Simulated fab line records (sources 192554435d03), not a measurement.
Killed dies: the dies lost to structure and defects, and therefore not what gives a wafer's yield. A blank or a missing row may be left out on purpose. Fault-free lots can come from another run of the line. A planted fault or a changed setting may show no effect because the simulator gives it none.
Split-lot study :: flow n5_finfet :: 21 wafers read across 7 lots, on a route 1938 steps long

## SPLIT DETAILS
At N5_DUMMY_GATE_COAT_34 (time 60 s, resist thk 60 nm), the setting spin_rpm was moved away from the recipe's 1500 rpm on 5 of the 21 wafers read, by -11.2% to +7.9%. For the rest of the wafers, this setting stayed at what the recipe calls for.

## FROM THE SPLIT TO THE READING: what the file shows between them, 8 steps
- N5_DUMMY_GATE_COAT_35: time 60 s, resist thk 10 nm
- N5_DUMMY_GATE_COAT_28: time 60 s, resist thk 10 nm
- N5_DUMMY_GATE_ETCH_29: etches underlayer in N2/H2, target depth 13 nm
- N5_DUMMY_GATE_ETCH_36: etches SiARC in CF4, target depth 13 nm
- N5_DUMMY_GATE_ETCH_37: etches SOC in N2/H2, target depth 60 nm, overetch 30 nm
- N5_DUMMY_GATE_STRIP_38: strips in N2/H2
- N5_DUMMY_GATE_STRIP_39: strips in N2/H2
- N5_DUMMY_GATE_STRIP_40: strips in CF4

## THE READING
SOC_of_DUMMY_GATE_COAT_34.thk_nm (the simulator's own value, which no gauge read), in nm, at N5_DUMMY_GATE_ETCH_31 (etches SiO2 in C4F6/O2, target depth 82.5 nm, time 27.5 s). No usual value for it is given in the file. The 16 wafers here that ran the recipe average 51.8 nm, standard deviation 0.2 nm.

wafer: L076.3
tool, chamber at the split: litho_track-03, 0
spin_rpm as run, rpm: 1500
against the recipe: recipe
SOC_of_DUMMY_GATE_COAT_34.thk_nm, nm: 51.6
against lot-mates on the recipe: -

wafer: L076.5
tool, chamber at the split: litho_track-03, 0
spin_rpm as run, rpm: 1500
against the recipe: recipe
SOC_of_DUMMY_GATE_COAT_34.thk_nm, nm: 51.6
against lot-mates on the recipe: -

wafer: L076.4
tool, chamber at the split: litho_track-03, 0
spin_rpm as run, rpm: 1500
against the recipe: recipe
SOC_of_DUMMY_GATE_COAT_34.thk_nm, nm: 52
against lot-mates on the recipe: -

wafer: L079.1
tool, chamber at the split: litho_track-03, 0
spin_rpm as run, rpm: 1332
against the recipe: -11.2%
SOC_of_DUMMY_GATE_COAT_34.thk_nm, nm: 55.6
against lot-mates on the recipe: +3.9

wafer: L079.5
tool, chamber at the split: litho_track-03, 0
spin_rpm as run, rpm: 1500
against the recipe: recipe
SOC_of_DUMMY_GATE_COAT_34.thk_nm, nm: 51.6
against lot-mates on the recipe: -

wafer: L079.6
tool, chamber at the split: litho_track-03, 0
spin_rpm as run, rpm: 1500
against the recipe: recipe
SOC_of_DUMMY_GATE_COAT_34.thk_nm, nm: 51.8
against lot-mates on the recipe: -

wafer: L086.1
tool, chamber at the split: litho_track-03, 0
spin_rpm as run, rpm: 1500
against the recipe: recipe
SOC_of_DUMMY_GATE_COAT_34.thk_nm, nm: 52
against lot-mates on the recipe: -

wafer: L086.4
tool, chamber at the split: litho_track-03, 0
spin_rpm as run, rpm: 1500
against the recipe: recipe
SOC_of_DUMMY_GATE_COAT_34.thk_nm, nm: 52
against lot-mates on the recipe: -

wafer: L086.6
tool, chamber at the split: litho_track-03, 0
spin_rpm as run, rpm: 1500
against the recipe: recipe
SOC_of_DUMMY_GATE_COAT_34.thk_nm, nm: 51.6
against lot-mates on the recipe: -

wafer: L087.4
tool, chamber at the split: litho_track-04, 0
spin_rpm as run, rpm: 1500
against the recipe: recipe
SOC_of_DUMMY_GATE_COAT_34.thk_nm, nm: 52
against lot-mates on the recipe: -

wafer: L087.5
tool, chamber at the split: litho_track-04, 0
spin_rpm as run, rpm: 1618
against the recipe: +7.9%
SOC_of_DUMMY_GATE_COAT_34.thk_nm, nm: 49.4
against lot-mates on the recipe: -2.6

wafer: L087.6
tool, chamber at the split: litho_track-04, 0
spin_rpm as run, rpm: 1618
against the recipe: +7.9%
SOC_of_DUMMY_GATE_COAT_34.thk_nm, nm: 48.8
against lot-mates on the recipe: -3.2

wafer: L088.1
tool, chamber at the split: litho_track-04, 0
spin_rpm as run, rpm: 1500
against the recipe: recipe
SOC_of_DUMMY_GATE_COAT_34.thk_nm, nm: 52
against lot-mates on the recipe: -

wafer: L088.6
tool, chamber at the split: litho_track-04, 0
spin_rpm as run, rpm: 1500
against the recipe: recipe
SOC_of_DUMMY_GATE_COAT_34.thk_nm, nm: 52
against lot-mates on the recipe: -

wafer: L088.5
tool, chamber at the split: litho_track-04, 0
spin_rpm as run, rpm: 1500
against the recipe: recipe
SOC_of_DUMMY_GATE_COAT_34.thk_nm, nm: 51.4
against lot-mates on the recipe: -

wafer: L096.1
tool, chamber at the split: litho_track-04, 0
spin_rpm as run, rpm: 1434
against the recipe: -4.4%
SOC_of_DUMMY_GATE_COAT_34.thk_nm, nm: 53.4
against lot-mates on the recipe: +1.4

wafer: L096.6
tool, chamber at the split: litho_track-04, 0
spin_rpm as run, rpm: 1434
against the recipe: -4.4%
SOC_of_DUMMY_GATE_COAT_34.thk_nm, nm: 53.4
against lot-mates on the recipe: +1.4

wafer: L096.2
tool, chamber at the split: litho_track-04, 0
spin_rpm as run, rpm: 1500
against the recipe: recipe
SOC_of_DUMMY_GATE_COAT_34.thk_nm, nm: 52
against lot-mates on the recipe: -

wafer: L097.1
tool, chamber at the split: litho_track-04, 0
spin_rpm as run, rpm: 1500
against the recipe: recipe
SOC_of_DUMMY_GATE_COAT_34.thk_nm, nm: 51.8
against lot-mates on the recipe: -

wafer: L097.3
tool, chamber at the split: litho_track-04, 0
spin_rpm as run, rpm: 1500
against the recipe: recipe
SOC_of_DUMMY_GATE_COAT_34.thk_nm, nm: 51.8
against lot-mates on the recipe: -

wafer: L097.6
tool, chamber at the split: litho_track-04, 0
spin_rpm as run, rpm: 1500
against the recipe: recipe
SOC_of_DUMMY_GATE_COAT_34.thk_nm, nm: 52
against lot-mates on the recipe: -

THE FIT
A straight line over all 21 wafers: SOC_of_DUMMY_GATE_COAT_34.thk_nm changes by -0.344 nm for each +1% of spin_rpm; r = -0.99; the points scatter about the line by 0.21 nm.
The same after taking each lot's own level away (the mean of its wafers on the recipe; 21 wafers): -0.353 nm for each +1%; r = -0.99; scatter 0.2 nm.
That fit puts the effect of the largest move of spin_rpm on the reading at 4 nm.
The span of the lots' own levels, 51.70 to 52.00 nm, comes to 1.5 times the standard deviation stated above.
The two slopes agree, so the slope changes little with the lot-to-lot level.
Check: with one of the wafers moved furthest among these (-11.2%) left out of the fit, the line predicts +3.95 nm for it against its lot-mates. It came out at +3.9 nm against them.

## THE OTHER SPLITS THESE WAFERS WENT THROUGH
Other splits were also applied to these wafers ahead of the reading. Each is held against what the fit with the lots' levels taken away leaves over:
other split on the same wafers: N5_WELL_APT_COAT_02 spin_rpm
wafers away from the commonest value: 5
r with SOC_of_DUMMY_GATE_COAT_34.thk_nm (lot level and that fit taken away): +0.04

other split on the same wafers: N5_PMOS_HMC_CHANNEL_EPI_PEB_07 peb_time_s
wafers away from the commonest value: 7
r with SOC_of_DUMMY_GATE_COAT_34.thk_nm (lot level and that fit taken away): -0.12

other split on the same wafers: N5_PMOS_HMC_CHANNEL_EPI_DEVELOP_08 develop_time_s
wafers away from the commonest value: 6
r with SOC_of_DUMMY_GATE_COAT_34.thk_nm (lot level and that fit taken away): -0.13

other split on the same wafers: N5_FIN_SAQP_PECVD_48 time_s
wafers away from the commonest value: 4
r with SOC_of_DUMMY_GATE_COAT_34.thk_nm (lot level and that fit taken away): +0.05

other split on the same wafers: N5_DUMMY_GATE_CVD_03 temp_c
wafers away from the commonest value: 18
r with SOC_of_DUMMY_GATE_COAT_34.thk_nm (lot level and that fit taken away): -0.09

## THE WHOLE CHAIN: every reading that the file lists as answering this split, in the file's order
step: N5_DUMMY_GATE_COAT_34
what it does: time 60 s, resist thk 60 nm
reading: SOC_of_DUMMY_GATE_COAT_34.thk_nm (the simulator's own value, which no gauge read)
change (the file's fit): -0.34 nm for each +1% of the setting
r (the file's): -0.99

step: N5_DUMMY_GATE_ETCH_37
what it does: etches SOC in N2/H2, target depth 60 nm, overetch 30 nm
reading: etch.depth_nm (the simulator's own value, which no gauge read)
change (the file's fit): -0.33 nm for each +1% of the setting
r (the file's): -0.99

step: N5_DUMMY_GATE_ETCH_31
what it does: etches SiO2 in C4F6/O2, target depth 82.5 nm, time 27.5 s
reading: SOC_of_DUMMY_GATE_COAT_34.thk_nm (the simulator's own value, which no gauge read)
change (the file's fit): -0.352 nm for each +1% of the setting
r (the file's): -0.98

## FILE'S OWN FIT
SOC_of_DUMMY_GATE_COAT_34.thk_nm changes by -0.352 nm for each +1% of spin_rpm, r = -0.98.
